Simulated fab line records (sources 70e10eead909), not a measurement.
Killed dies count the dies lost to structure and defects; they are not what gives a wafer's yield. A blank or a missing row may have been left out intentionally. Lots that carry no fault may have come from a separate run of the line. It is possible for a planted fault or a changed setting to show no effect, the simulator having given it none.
The tool behind it: which one?	flow nand-harc	Sampling: 14 lots, 42 wafers, 4 of 1302 route steps

## WHAT EACH GAUGE READ, for each wafer
The record holds no reading of a measuring or inspecting step that can be judged against a usual standard deviation.

## WHAT TOOL EACH LOT RAN ON (gives the tool, then ch and the chambers of the sampled wafers, and finally the start)
lot	NHARC_P_GATE_STRIP_112	NHARC_P_GATE_STRIP_113	NHARC_P_CONTACT_DEP_30	NHARC_P_CONTACT_DEP_00
L462	plasma-asher-01 ch 0,1, day 5 23:18	plasma-asher-01 ch 0,1, day 6 01:02	pecvd-04 ch 0,1,2, day 6 03:38	pecvd-04 ch 0,1,2, no start
L463	plasma-asher-01 ch 0,1, day 6 11:05	plasma-asher-02 ch 0,1, day 6 12:49	pecvd-02 ch 0,1,2, day 6 15:14	pecvd-02 ch 0,1,2, no start
L464	plasma-asher-02 ch 0,1, day 7 00:20	plasma-asher-01 ch 0,1, day 7 01:56	pecvd-02 ch 0,1,2, day 7 04:53	pecvd-02 ch 0,1,2, no start
L466	plasma-asher-02 ch 0,1, day 7 18:18	plasma-asher-01 ch 1, day 7 20:10	pecvd-01 ch 0,2, day 7 22:38	pecvd-01 ch 0,2, no start
L467	plasma-asher-02 ch 0,1, day 8 05:55	plasma-asher-02 ch 0,1, day 8 07:38	pecvd-04 ch 0,1, day 8 10:20	pecvd-04 ch 0,1, no start
L469	plasma-asher-02 ch 0,1, day 9 01:13	plasma-asher-02 ch 1, day 9 03:29	pecvd-01 ch 1,2, day 9 06:17	pecvd-01 ch 1,2, no start
L470	plasma-asher-02 ch 0,1, day 9 05:35	plasma-asher-02 ch 0,1, day 9 07:16	pecvd-02 ch 0,2, day 9 09:46	pecvd-02 ch 0,2, no start
L471	plasma-asher-01 ch 0,1, day 10 01:46	plasma-asher-01 ch 0,1, day 10 03:28	pecvd-04 ch 0,1,2, day 10 06:04	pecvd-04 ch 0,1,2, no start
L472	plasma-asher-02 ch 0,1, day 10 06:23	plasma-asher-02 ch 0,1, day 10 08:05	pecvd-04 ch 0,1, day 10 10:43	pecvd-04 ch 0,1, no start
L479	plasma-asher-02 ch 0,1, day 13 11:02	plasma-asher-02 ch 0,1, day 13 12:35	pecvd-02 ch 0,2, day 13 15:23	pecvd-02 ch 0,2, no start
L481	plasma-asher-01 ch 0,1, day 14 04:51	plasma-asher-02 ch 0,1, day 14 06:26	pecvd-02 ch 0,2, day 14 09:13	pecvd-02 ch 0,2, no start
L482	plasma-asher-02 ch 1, day 14 14:32	plasma-asher-01 ch 0,1, day 14 19:15	pecvd-04 ch 0,1,2, day 14 21:45	pecvd-04 ch 0,1,2, no start
L483	plasma-asher-02 ch 0,1, day 14 20:37	plasma-asher-01 ch 0,1, day 14 22:19	pecvd-01 ch 1,2, day 15 00:49	pecvd-01 ch 1,2, no start
L484	plasma-asher-02 ch 0,1, day 15 08:02	plasma-asher-02 ch 0,1, day 15 09:47	pecvd-04 ch 0,1, day 15 12:17	pecvd-04 ch 0,1, no start
- NHARC_P_GATE_STRIP_112: strips in N2/H2, time 200 s.
- NHARC_P_GATE_STRIP_113: strips in N2/H2, time 740 s.
- NHARC_P_CONTACT_DEP_30: deposits SiNx, target thk 30 nm.
- NHARC_P_CONTACT_DEP_00: deposits SiO2, target thk 500 nm.

## WHAT THE TOOLS THEMSELVES READ (means of the sampled wafers that have a number; where no wafer has one, the mark that the record gives instead)
NHARC_P_GATE_STRIP_112. Usual: drypump-motor-current-A 6.0 A, standard deviation 0.36; heater-power-w 86 W, standard deviation 7.4.
lot	tool	drypump-motor-current-A (A)	heater-power-w (W)	flag
L462	plasma-asher-01	5.8	85	
L463	plasma-asher-01	5.9	85	
L464	plasma-asher-02	6.0	89	
L466	plasma-asher-02	6.0	88	
L467	plasma-asher-02	5.8	93	
L469	plasma-asher-02	6.0	86	
L470	plasma-asher-02	6.0	88	
L471	plasma-asher-01	5.9	84	
L472	plasma-asher-02	6.0	87	
L479	plasma-asher-02	5.8	90	
L481	plasma-asher-01	6.2	80	
L482	plasma-asher-02	6.1	83	
L483	plasma-asher-02	5.8	89	
L484	plasma-asher-02	6.0	86	

NHARC_P_GATE_STRIP_113. Usual: drypump-motor-current-A 6.0 A, standard deviation 0.41; heater-power-w 85 W, standard deviation 7.3.
lot	tool	drypump-motor-current-A (A)	heater-power-w (W)	flag
L462	plasma-asher-01	5.9	86	
L463	plasma-asher-02	5.8	93	
L464	plasma-asher-01	6.2	81	
L466	plasma-asher-01	5.4	90	
L467	plasma-asher-02	5.8	92	
L469	plasma-asher-02	6.1	82	
L470	plasma-asher-02	6.0	87	
L471	plasma-asher-01	6.2	81	
L472	plasma-asher-02	6.0	87	
L479	plasma-asher-02	6.0	86	
L481	plasma-asher-02	5.8	89	
L482	plasma-asher-01	5.9	83	
L483	plasma-asher-01	5.8	84	
L484	plasma-asher-02	5.8	87	

NHARC_P_CONTACT_DEP_30. Usual: 736 W for heater-power-w, sd 83.
lot	tool	heater-power-w (W)	flag
L462	pecvd-04	725	
L463	pecvd-02	732	
L464	pecvd-02	801	
L466	pecvd-01	799	
L467	pecvd-04	699	
L469	pecvd-01	775	
L470	pecvd-02	811	
L471	pecvd-04	724	
L472	pecvd-04	714	
L479	pecvd-02	841	
L481	pecvd-02	833	
L482	pecvd-04	678	
L483	pecvd-01	697	
L484	pecvd-04	707	

NHARC_P_CONTACT_DEP_00. Usual: flow-sccm 2649 sccm, standard deviation 8.2; heater-power-w 573 W, standard deviation 95; throttle-valve-pct 16.0 %, standard deviation 0.72.
lot	tool	flow-sccm (sccm)	heater-power-w (W)	throttle-valve-pct (%)	flag
L462	pecvd-04	2646	570	16.3	
L463	pecvd-02	2647	639	16.1	
L464	pecvd-02	2644	643	16.0	
L466	pecvd-01	2652	612	15.1	
L467	pecvd-04	2647	509	16.3	
L469	pecvd-01	2648	558	14.5	
L470	pecvd-02	2647	747	16.1	
L471	pecvd-04	2645	514	16.5	
L472	pecvd-04	2657	500	16.1	
L479	pecvd-02	2650	651	16.3	
L481	pecvd-02	2658	670	16.6	
L482	pecvd-04	2653	540	16.4	
L483	pecvd-01	2640	514	14.8	
L484	pecvd-04	2653	503	16.0	

## THE ANSWER, worked out from the rows above alone
Rule: a lot is off if the mean of its wafers that have a number lies more than 3 standard deviations from the usual mean. A lot without any number at a reading at which 4 lots or more have one is off too. The other lots that the step has rows for count as sound. The gauges are gone through in route order, then the tools' own readings, and for those a lot's mean is taken as printed above. The first step at which some lot is off is used, and at that step the reading that is off furthest; a lot without a number counts as furthest.
Nothing can be told from this: no lot is off at any reading shown.

## WHAT HAD BEEN PUT IN BY THE SIMULATOR
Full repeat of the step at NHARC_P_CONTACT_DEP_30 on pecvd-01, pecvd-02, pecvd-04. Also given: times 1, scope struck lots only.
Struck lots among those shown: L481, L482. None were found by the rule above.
